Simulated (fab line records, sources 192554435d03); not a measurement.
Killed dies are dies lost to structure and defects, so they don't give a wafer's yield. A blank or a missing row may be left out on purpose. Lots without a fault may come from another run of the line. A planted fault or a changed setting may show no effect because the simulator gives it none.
Which tool did it? | flow n5_finfet | 10 lots, 28 wafers sampled, at 1 step of a route of 1938

WHAT THE GAUGES READ, wafer by wafer
N5_BEOL_M9_INSPECT_13: inspects for defects (brightfield). Usual: raw_defect_count 408, standard deviation 92.
lot  | measured     | on                | raw_defect_count | flag
L459 | day 14 01:47 | defect_inspect-02 | 471 453 515      |
L463 | day 14 08:55 | defect_inspect-01 | 526 745 485      |
L464 | day 16 04:26 | defect_inspect-02 | 523 488 522      |
L468 | day 16 21:44 | defect_inspect-01 | 503 405 356      |
L471 | day 17 12:17 | defect_inspect-01 | 397 385          |
L470 | day 17 16:46 | defect_inspect-02 | 443 318 384      |
L474 | day 17 20:50 | defect_inspect-01 | 442 470          |
L479 | day 18 02:15 | defect_inspect-01 | 417 413 315      |
L476 | day 19 01:00 | defect_inspect-02 | 232 305 270      |
L480 | day 19 08:51 | defect_inspect-01 | 399 349 377      |

WHICH TOOL RAN EACH LOT (tool, then ch and the chambers of the sampled wafers, then the start)
The record holds no process step before these readings.

WHAT THE TOOLS THEMSELVES READ (means of the sampled wafers that have a number; where no wafer has one, the mark that the record gives instead)
The record holds no such reading with a usual standard deviation.

THE ANSWER, worked out from the rows above alone
Rule: a lot is off if the mean of its wafers that have a number lies more than 3 standard deviations from the usual mean. A lot without any number at a reading at which 4 lots or more have one is off too. The other lots that the step has rows for count as sound. The gauges are gone through in route order, then the tools' own readings, and for those a lot's mean is taken as printed above. The first step at which some lot is off is used, and at that step the reading that is off furthest; a lot without a number counts as furthest.
No lot is off at any reading shown: from this, nothing can be told.

WHAT THE SIMULATOR HAD PUT IN
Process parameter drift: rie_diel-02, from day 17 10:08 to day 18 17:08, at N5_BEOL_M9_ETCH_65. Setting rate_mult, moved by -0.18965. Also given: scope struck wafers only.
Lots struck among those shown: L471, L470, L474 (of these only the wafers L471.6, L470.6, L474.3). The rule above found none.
